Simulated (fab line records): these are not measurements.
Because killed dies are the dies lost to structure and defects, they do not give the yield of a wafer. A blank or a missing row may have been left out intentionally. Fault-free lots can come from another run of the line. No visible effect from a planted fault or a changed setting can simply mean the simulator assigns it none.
fab line records + flow n5-finfet
[record]
- lots = 7
- wafers = 39
route steps=1938 shown FIN_SAQP@130 SD_EPI_N@275 HKMG_FIN@435 GATE_CUT@466
start-h: start of the lot's first displayed wafer, in hours after the record's first day + wait-h: hours elapsed since this lot's preceding step + " the same as in the row above + L1.1+2: several wafers, shown together as one row + - no value, or no start given + * or withheld: withheld + < > ~ a bound
route shown NAME@n: a module of which the file shows steps, and the number in the route of the first + usual: average and standard deviation across the fault-free wafers + same: alike in all rows + chamber/n: place in a boat + sites: per-site readings + _std_site: the values' standard deviation + _edge_site: outer sites' mean less inner sites' + radius-mm: how far each site lies from the wafer's centre + mask NAME#n: copy n + behind: tool/chamber where the wafer was last shaped + hold: cause of the lot's hold/its duration in hours/its outcome + device: the n, p or np transistor that did not switch + end of line: tests of these same wafers at the route's end + a step given without rows: its recipe and nothing more + killed: not the wafer's yield, but the dies lost to structure and defects at the first sort + map: a wafer's dies, marking killed ones x, the rest . and places with no die _
set.NAME: the setting that was run; set.NAME@STEP: the one run at that earlier step + model.NAME: the simulator's own value behind a step, which no gauge read
lots where settings were altered on purpose, with a table for each step and a row for each wafer
[[steps]]
[step N5_FIN_SAQP_ETCH_65]
[recipe]
- chemistry = CF4
- target = SiO2
- target-depth-a = 40
- ion-energy-ev = 350
- time-s = 4.4
- pressure-mtorr = 10
- icp-w = 800
- bias-w = 400
- cf4-flow-sccm = 80
| lot.wafer | tool      | chamber | start-h | wait-h | set.time-s | model.etch.depth-nm |
|-----------|-----------|---------|---------|--------|------------|---------------------|
| L075.1    | rie-si-04 | 3       | 32.53   | 0.1    | 4.4        | 4.063               |
| L075.4    | "         | 2       | "       | "      | 4.4        | 4                   |
| L075.5    | "         | 2       | "       | "      | 4.4        | 4.028               |
| L076.1    | rie-si-02 | 0       | 37.31   | 0.1    | 4.4        | 4.068               |
| L076.2    | "         | 3       | "       | "      | 4.4        | 3.933               |
| L076.3    | "         | 2       | "       | "      | 3.904      | 3.571               |
| L076.4    | "         | 1       | "       | "      | 3.904      | 3.5                 |
| L076.5    | "         | 3       | "       | "      | 4.4        | 3.92                |
| L076.6    | "         | 2       | "       | "      | 3.904      | 3.59                |
| L077.1    | rie-si-01 | 2       | 41.51   | 0.1    | 4.4        | 4.01                |
| L077.2    | "         | 0       | "       | "      | 4.125      | 3.701               |
| L077.3    | "         | 1       | "       | "      | 4.4        | 3.982               |
| L077.4    | "         | 3       | "       | "      | 4.125      | 3.69                |
| L077.5    | "         | 1       | "       | "      | 4.125      | 3.77                |
| L077.6    | "         | 0       | "       | "      | 4.4        | 3.917               |
| L081.1    | rie-si-02 | 3       | 67.28   | 0.1    | 4.733      | 4.18                |
| L081.2    | "         | 2       | "       | "      | 4.733      | 4.332               |
| L081.3    | "         | 1       | "       | "      | 4.4        | 3.9                 |
| L081.4    | "         | 1       | "       | "      | 4.4        | 3.901               |
| L081.5    | "         | 3       | "       | "      | 4.733      | 4.223               |
| L081.6    | "         | 2       | "       | "      | 4.4        | 4.001               |
| L082.1    | rie-si-01 | 2       | 72.64   | 0.1    | 3.609      | 3.303               |
| L082.2    | "         | 3       | "       | "      | 3.609      | 3.256               |
| L082.3    | "         | 1       | "       | "      | 4.4        | 3.991               |
| L082.4    | "         | 0       | "       | "      | 3.609      | 3.233               |
| L082.5    | "         | 1       | "       | "      | 4.4        | 4.012               |
| L082.6    | "         | 0       | "       | "      | 4.4        | 3.95                |
| L089.1    | rie-si-01 | 0       | 114.37  | 0.1    | 4.4        | 3.975               |
| L089.2    | "         | 1       | "       | "      | 4.4        | 4.068               |
| L089.3    | "         | 2       | "       | "      | 4.4        | 4.049               |
| L089.4    | "         | 2       | "       | "      | 4.4        | 4.059               |
| L089.5    | "         | 0       | "       | "      | 4.4        | 4.007               |
| L089.6    | "         | 1       | "       | "      | 4.4        | 4.055               |
| L092.1    | rie-si-04 | 2       | 132.72  | 0.1    | 3.992      | 3.622               |
| L092.2    | "         | 3       | "       | "      | 4.4        | 4.011               |
| L092.3    | "         | 0       | "       | "      | 3.992      | 3.603               |
| L092.4    | "         | 1       | "       | "      | 3.992      | 3.618               |
| L092.5    | "         | 3       | "       | "      | 4.4        | 4.057               |
| L092.6    | "         | 2       | "       | "      | 4.4        | 3.993               |
[step N5_SD_EPI_N_ETCH_35]
[recipe]
- chemistry = N2/H2
- target = SOC
- overetch-a = 1080
- mask-material = SiARC
- temp-c = 40
- ion-energy-ev = 100
- source-w = 3000
- bias-w = 133
- pressure-mtorr = 20
- time-s = 486
- n2-flow-sccm = 200
- h2-flow-sccm = 200
| lot.wafer  | tool        | chamber | start-h | wait-h | set.time-s | model.SiARC_of_SD_EPI_N_COAT_33.thk-nm |
|------------|-------------|---------|---------|--------|------------|----------------------------------------|
| L075.1     | rie-diel-04 | 0       | 58.31   | 0.0    | 486        | 19.8                                   |
| L075.4     | "           | 1       | "       | "      | 486        | 19.6                                   |
| L075.5     | "           | 3       | "       | "      | 486        | 19.4                                   |
| L076.1+6   | rie-diel-04 | 2,1     | 63.00   | 0.0    | 486        | 19.8                                   |
| L076.2+3+5 | "           | 0,1,0   | "       | "      | 486        | 20                                     |
| L076.4     | "           | 3       | "       | "      | 486        | 19.6                                   |
| L077.1+2   | rie-diel-04 | 0,1     | 68.57   | 0.0    | 486        | 19.8                                   |
| L077.3     | "           | 2       | "       | "      | 451.5      | 20.6                                   |
| L077.4     | "           | 3       | "       | "      | 451.5      | 20.8                                   |
| L077.5     | "           | 1       | "       | "      | 486        | 20                                     |
| L077.6     | "           | 0       | "       | "      | 451.5      | 21.2                                   |
| L081.1+5   | rie-diel-01 | 3       | 93.77   | 0.0    | 486        | 19.4                                   |
| L081.2     | "           | 1       | "       | "      | 435.5      | 20.8                                   |
| L081.3     | "           | 2       | "       | "      | 486        | 19.2                                   |
| L081.4     | "           | 0       | "       | "      | 435.5      | 21                                     |
| L081.6     | "           | 0       | "       | "      | 435.5      | 21.2                                   |
| L082.1+6   | rie-diel-01 | 0,3     | 99.94   | 0.0    | 551.8      | 17.4                                   |
| L082.2     | "           | 1       | "       | "      | 551.8      | 17.2                                   |
| L082.3     | "           | 2       | "       | "      | 486        | 19.2                                   |
| L082.4     | "           | 3       | "       | "      | 486        | 19.4                                   |
| L082.5     | "           | 0       | "       | "      | 486        | 19.8                                   |
| L089.1+4   | rie-diel-01 | 3,1     | 143.42  | 0.0    | 486        | 19.6                                   |
| L089.2     | "           | 2       | "       | "      | 486        | 19.4                                   |
| L089.3+6   | "           | 0       | "       | "      | 392        | 22.6                                   |
| L089.5     | "           | 1       | "       | "      | 392        | 22.4                                   |
| L092.1     | rie-diel-04 | 0       | 172.28  | 0.0    | 443.8      | 20.8                                   |
| L092.2     | "           | 3       | "       | "      | 443.8      | 21.2                                   |
| L092.3+5   | "           | 2,3     | "       | "      | 486        | 19.8                                   |
| L092.4     | "           | 1       | "       | "      | 443.8      | 21.4                                   |
| L092.6     | "           | 2       | "       | "      | 486        | 20                                     |
[step N5_HKMG_FIN_ETCH_32]
[recipe]
- chemistry = N2/H2
- target = SOC
- target-depth-a = 2400
- temp-c = 40
- time-s = 300
- ion-energy-ev = 200
- mask-material = SiARC
- pressure-mtorr = 30
- source-w = 840
- bias-w = 150
- n2-flow-sccm = 200
- h2-flow-sccm = 200
| lot.wafer | tool        | chamber | start-h | wait-h | set.target-depth-a | model.etch.depth-nm | model.HKMG_FIN.feature-depth-nm | model.SiARC_of_HKMG_FIN_COAT_30.thk-nm |
|-----------|-------------|---------|---------|--------|--------------------|---------------------|---------------------------------|----------------------------------------|
| L075.1    | rie-diel-01 | 3       | 84.89   | 0.0    | 2400               | 242.9               | 243                             | 20.8                                   |
| L075.4    | "           | 1       | "       | "      | 2400               | 244.3               | 244.4                           | 21                                     |
| L075.5    | "           | 2       | "       | "      | 2400               | 246.5               | 246.6                           | 21                                     |
| L076.1    | rie-diel-06 | 3       | 89.97   | 0.0    | 2400               | 245.6               | 245.6                           | 21.2                                   |
| L076.2    | "           | 2       | "       | "      | 2400               | 243.9               | 244                             | 21                                     |
| L076.3    | "           | 1       | "       | "      | 2400               | 240.8               | 240.8                           | 21                                     |
| L076.4    | "           | 0       | "       | "      | 2598               | 258.4               | 258.4                           | 20.6                                   |
| L076.5    | "           | 3       | "       | "      | 2598               | 262.7               | 262.6                           | 20                                     |
| L076.6    | "           | 0       | "       | "      | 2598               | 258.9               | 258.8                           | 20.6                                   |
| L077.1    | rie-diel-04 | 2       | 94.02   | 0.0    | 2600               | 259.1               | 259.2                           | 19.8                                   |
| L077.2    | "           | 1       | "       | "      | 2400               | 239.1               | 239                             | 21.4                                   |
| L077.3    | "           | 0       | "       | "      | 2400               | 239.6               | 239.6                           | 21.2                                   |
| L077.4    | "           | 3       | "       | "      | 2400               | 239.7               | 239.6                           | 21.2                                   |
| L077.5    | "           | 2       | "       | "      | 2600               | 259.1               | 259                             | 20                                     |
| L077.6    | "           | 3       | "       | "      | 2600               | 259.8               | 259.8                           | 19.8                                   |
| L081.1    | rie-diel-01 | 1       | 119.09  | 0.0    | 2619               | 269.5               | 269.6                           | 19.6                                   |
| L081.2    | "           | 3       | "       | "      | 2400               | 243.4               | 243.4                           | 21                                     |
| L081.3    | "           | 2       | "       | "      | 2400               | 245.4               | 245.4                           | 21                                     |
| L081.4    | "           | 0       | "       | "      | 2400               | 241.3               | 241.2                           | 21.2                                   |
| L081.5    | "           | 3       | "       | "      | 2619               | 265                 | 265                             | 19.8                                   |
| L081.6    | "           | 2       | "       | "      | 2619               | 267.4               | 267.4                           | 19.8                                   |
| L082.1    | rie-diel-04 | 3       | 125.02  | 0.0    | 2400               | 242.6               | 242.6                           | 21                                     |
| L082.2    | "           | 2       | "       | "      | 2400               | 241.4               | 241.4                           | 21.2                                   |
| L082.3    | "           | 1       | "       | "      | 2400               | 238.4               | 238.4                           | 21.4                                   |
| L082.4    | "           | 1       | "       | "      | 2400               | 240.9               | 241                             | 21.4                                   |
| L082.5    | "           | 3       | "       | "      | 2400               | 240.4               | 240.4                           | 21.2                                   |
| L082.6    | "           | 2       | "       | "      | 2400               | 240.7               | 240.6                           | 21.2                                   |
| L089.1    | rie-diel-01 | 0       | 168.65  | 0.0    | 2400               | 242.2               | 242.2                           | 21                                     |
| L089.2    | "           | 2       | "       | "      | 2105               | 215                 | 215                             | 22.4                                   |
| L089.3    | "           | 3       | "       | "      | 2105               | 212.8               | 212.8                           | 22.6                                   |
| L089.4    | "           | 1       | "       | "      | 2400               | 247.6               | 247.6                           | 20.8                                   |
| L089.5    | "           | 2       | "       | "      | 2105               | 215.4               | 215.4                           | 22.4                                   |
| L089.6    | "           | 3       | "       | "      | 2400               | 243.6               | 243.6                           | 20.8                                   |
| L092.1    | rie-diel-01 | 1       | 199.01  | 0.0    | 2400               | 246.6               | 246.6                           | 21                                     |
| L092.2    | "           | 2       | "       | "      | 2400               | 248.2               | 248.2                           | 21                                     |
| L092.3    | "           | 3       | "       | "      | 2400               | 243.4               | 243.4                           | 21                                     |
| L092.4    | "           | 0       | "       | "      | 2400               | 239.6               | 239.6                           | 21.4                                   |
| L092.5    | "           | 2       | "       | "      | 2400               | 244.9               | 244.8                           | 20.8                                   |
| L092.6    | "           | 1       | "       | "      | 2400               | 245.2               | 245.2                           | 21                                     |
[step N5_GATE_CUT_ETCH_56]
[recipe]
- chemistry = Cl2/Ar
- target = TiN
- target-depth-a = 216
- pressure-mtorr = 10
- icp-w = 600
- bias-w = 60
- Cl2_flow_sccm = 40
- Ar_flow_sccm = 60
| lot.wafer | tool         | chamber | start-h | wait-h | set.target-depth-a | model.etch.depth-nm |
|-----------|--------------|---------|---------|--------|--------------------|---------------------|
| L075.1    | rie-metal-02 | 0       | 89.44   | 0.1    | 216                | 21.6                |
| L075.4    | "            | 1       | "       | "      | 216                | 22.2                |
| L075.5    | "            | 1       | "       | "      | 216                | 22.33               |
| L076.1    | rie-metal-02 | 0       | 94.53   | 0.1    | 216                | 21.65               |
| L076.2    | "            | 1       | "       | "      | 193.6              | 19.91               |
| L076.3    | "            | 1       | "       | "      | 216                | 22.07               |
| L076.4    | "            | 0       | "       | "      | 193.6              | 19.37               |
| L076.5    | "            | 1       | "       | "      | 216                | 21.91               |
| L076.6    | "            | 0       | "       | "      | 193.6              | 19.22               |
| L077.1    | rie-metal-02 | 0       | 98.63   | 0.1    | 240.2              | 23.92               |
| L077.2    | "            | 1       | "       | "      | 240.2              | 24.68               |
| L077.3    | "            | 1       | "       | "      | 216                | 22.04               |
| L077.4    | "            | 0       | "       | "      | 240.2              | 23.95               |
| L077.5    | "            | 0       | "       | "      | 216                | 21.44               |
| L077.6    | "            | 1       | "       | "      | 216                | 22                  |
| L081.1    | rie-metal-03 | 1       | 123.60  | 0.1    | 216                | 21.89               |
| L081.2    | "            | 0       | "       | "      | 216                | 21.76               |
| L081.3    | "            | 0       | "       | "      | 216                | 21.92               |
| L081.4    | "            | 1       | "       | "      | 216                | 21.69               |
| L081.5    | "            | 1       | "       | "      | 216                | 21.87               |
| L081.6    | "            | 0       | "       | "      | 216                | 21.6                |
| L082.1    | rie-metal-02 | 1       | 129.83  | 0.1    | 216                | 22.17               |
| L082.2    | "            | 0       | "       | "      | 202.1              | 20.12               |
| L082.3    | "            | 1       | "       | "      | 202.1              | 20.6                |
| L082.4    | "            | 0       | "       | "      | 202.1              | 19.91               |
| L082.5    | "            | 0       | "       | "      | 216                | 21.36               |
| L082.6    | "            | 1       | "       | "      | 216                | 21.88               |
| L089.1    | rie-metal-02 | 1       | 173.32  | 0.1    | 198.1              | 20.2                |
| L089.2    | "            | 0       | "       | "      | 216                | 21.45               |
| L089.3    | "            | 1       | "       | "      | 216                | 22.05               |
| L089.4    | "            | 0       | "       | "      | 198.1              | 19.5                |
| L089.5    | "            | 1       | "       | "      | 198.1              | 20.19               |
| L089.6    | "            | 0       | "       | "      | 216                | 21.52               |
| L092.1    | rie-metal-02 | 0       | 203.45  | 0.1    | 216                | 21.46               |
| L092.2    | "            | 1       | "       | "      | 216                | 22.13               |
| L092.3    | "            | 1       | "       | "      | 216                | 21.86               |
| L092.4    | "            | 0       | "       | "      | 216                | 21.37               |
| L092.5    | "            | 1       | "       | "      | 216                | 22.07               |
| L092.6    | "            | 0       | "       | "      | 216                | 21.33               |
[step N5_GATE_CUT_ETCH_58]
[recipe]
- chemistry = CH3F/O2
- target = SiNx
- target-depth-a = 170
- time-s = 128.6
- ion-energy-ev = 50
- pressure-mtorr = 30
- source-w = 415
- bias-w = 21
- Ar_flow_sccm = 150
- CH3F_flow_sccm = 30
- O2_flow_sccm = 20
[usual]
- rf-vpp-V = 99.0/0.97
| lot.wafer | tool        | chamber | start-h | wait-h | set.bias-w | rf-vpp-V | model.etch.depth-nm |
|-----------|-------------|---------|---------|--------|------------|----------|---------------------|
| L075.1    | rie-diel-02 | 1       | 89.61   | 0.0    | 21         | 97.9     | 16.69               |
| L075.4    | "           | 2       | "       | "      | 21         | 98.2     | 17.31               |
| L075.5    | "           | 1       | "       | "      | 21         | 97.1     | 16.98               |
| L076.1    | rie-diel-03 | 0       | 94.71   | 0.0    | 21         | 99.5     | 17.07               |
| L076.2    | "           | 1       | "       | "      | 18.99      | 92.0     | 16.13               |
| L076.3    | "           | 2       | "       | "      | 21         | 99.3     | 17.01               |
| L076.4    | "           | 3       | "       | "      | 21         | 100.5    | 16.9                |
| L076.5    | "           | 3       | "       | "      | 18.99      | 93.1     | 15.91               |
| L076.6    | "           | 0       | "       | "      | 18.99      | 93.1     | 16.38               |
| L077.1    | rie-diel-02 | 1       | 98.98   | 0.2    | 21         | 97.4     | 16.83               |
| L077.2    | "           | 2       | "       | "      | 21         | 98.9     | 17.2                |
| L077.3    | "           | 3       | "       | "      | 21         | 98.3     | 17.24               |
| L077.4    | "           | 1       | "       | "      | 24.41      | 109.8    | 17.95               |
| L077.5    | "           | 2       | "       | "      | 24.41      | 107.6    | 18.34               |
| L077.6    | "           | 3       | "       | "      | 24.41      | 107.4    | 18.22               |
| L081.1    | rie-diel-05 | 3       | 123.77  | 0.0    | 19.98      | 95.3     | 16.64               |
| L081.2    | "           | 0       | "       | "      | 19.98      | 95.6     | 16.24               |
| L081.3    | "           | 1       | "       | "      | 19.98      | 96.1     | 16.82               |
| L081.4    | "           | 1       | "       | "      | 21         | 99.0     | 17                  |
| L081.5    | "           | 3       | "       | "      | 21         | 99.2     | 16.98               |
| L081.6    | "           | 0       | "       | "      | 21         | 99.3     | 16.38               |
| L082.1    | rie-diel-03 | 2       | 130.00  | 0.0    | 19.26      | 92.8     | 16.4                |
| L082.2    | "           | 1       | "       | "      | 19.26      | 93.2     | 16.21               |
| L082.3    | "           | 0       | "       | "      | 21         | 101.1    | 17.14               |
| L082.4    | "           | 3       | "       | "      | 21         | 99.4     | 16.79               |
| L082.5    | "           | 3       | "       | "      | 19.26      | 95.3     | 16.21               |
| L082.6    | "           | 0       | "       | "      | 21         | 99.8     | 17.24               |
| L089.1    | rie-diel-03 | 2       | 173.59  | 0.1    | 21         | 98.6     | 16.91               |
| L089.2    | "           | 3       | "       | "      | 22.53      | 103.7    | 17.16               |
| L089.3    | "           | 0       | "       | "      | 21         | 100.1    | 16.98               |
| L089.4    | "           | 1       | "       | "      | 22.53      | 102.4    | 17.3                |
| L089.5    | "           | 0       | "       | "      | 21         | 100.2    | 16.95               |
| L089.6    | "           | 1       | "       | "      | 22.53      | 104.0    | 17.37               |
| L092.1    | rie-diel-02 | 2       | 203.62  | 0.0    | 21         | 98.5     | 17.22               |
| L092.2    | "           | 1       | "       | "      | 24.66      | 109.1    | 17.86               |
| L092.3    | "           | 3       | "       | "      | 24.66      | 108.4    | 18.21               |
| L092.4    | "           | 0       | "       | "      | 21         | 100.2    | 17.16               |
| L092.5    | "           | 0       | "       | "      | 24.66      | 109.8    | 18.54               |
| L092.6    | "           | 3       | "       | "      | 21         | 98.8     | 17.15               |
[[key]]
[split]
- step = N5_FIN_SAQP_ETCH_65
- setting = time-s
- stated = 4.4
- by = wafer
[response]
- step = N5_FIN_SAQP_ETCH_65
- reading = model.etch.depth-nm
- change = +0.0401
- per = 1%
- r = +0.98
[split]
- step = N5_SD_EPI_N_ETCH_35
- setting = time-s
- stated = 486
- by = wafer
[response]
- step = N5_SD_EPI_N_ETCH_35
- reading = model.SiARC_of_SD_EPI_N_COAT_33.thk-nm
- change = -0.155
- per = 1%
- r = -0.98
[split]
- step = N5_HKMG_FIN_ETCH_32
- setting = target-depth-a
- stated = 2400
- by = wafer
[response]
- step = N5_HKMG_FIN_ETCH_32
- reading = model.etch.depth-nm
- change = +2.39
- per = 1%
- r = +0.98
[response]
- step = N5_HKMG_FIN_ETCH_32
- reading = model.HKMG_FIN.feature-depth-nm
- change = +2.39
- per = 1%
- r = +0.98
[response]
- step = N5_HKMG_FIN_ETCH_32
- reading = model.SiARC_of_HKMG_FIN_COAT_30.thk-nm
- change = -0.132
- per = 1%
- r = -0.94
[split]
- step = N5_GATE_CUT_ETCH_56
- setting = target-depth-a
- stated = 216
- by = wafer
[response]
- step = N5_GATE_CUT_ETCH_56
- reading = model.etch.depth-nm
- change = +0.22
- per = 1%
- r = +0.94
[split]
- step = N5_GATE_CUT_ETCH_58
- setting = bias-w
- stated = 21
- by = wafer
[response]
- step = N5_GATE_CUT_ETCH_58
- reading = rf-vpp-V
- change = +0.624
- per = 1%
- r = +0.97
[response]
- step = N5_GATE_CUT_ETCH_58
- reading = model.etch.depth-nm
- change = +0.0667
- per = 1%
- r = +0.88
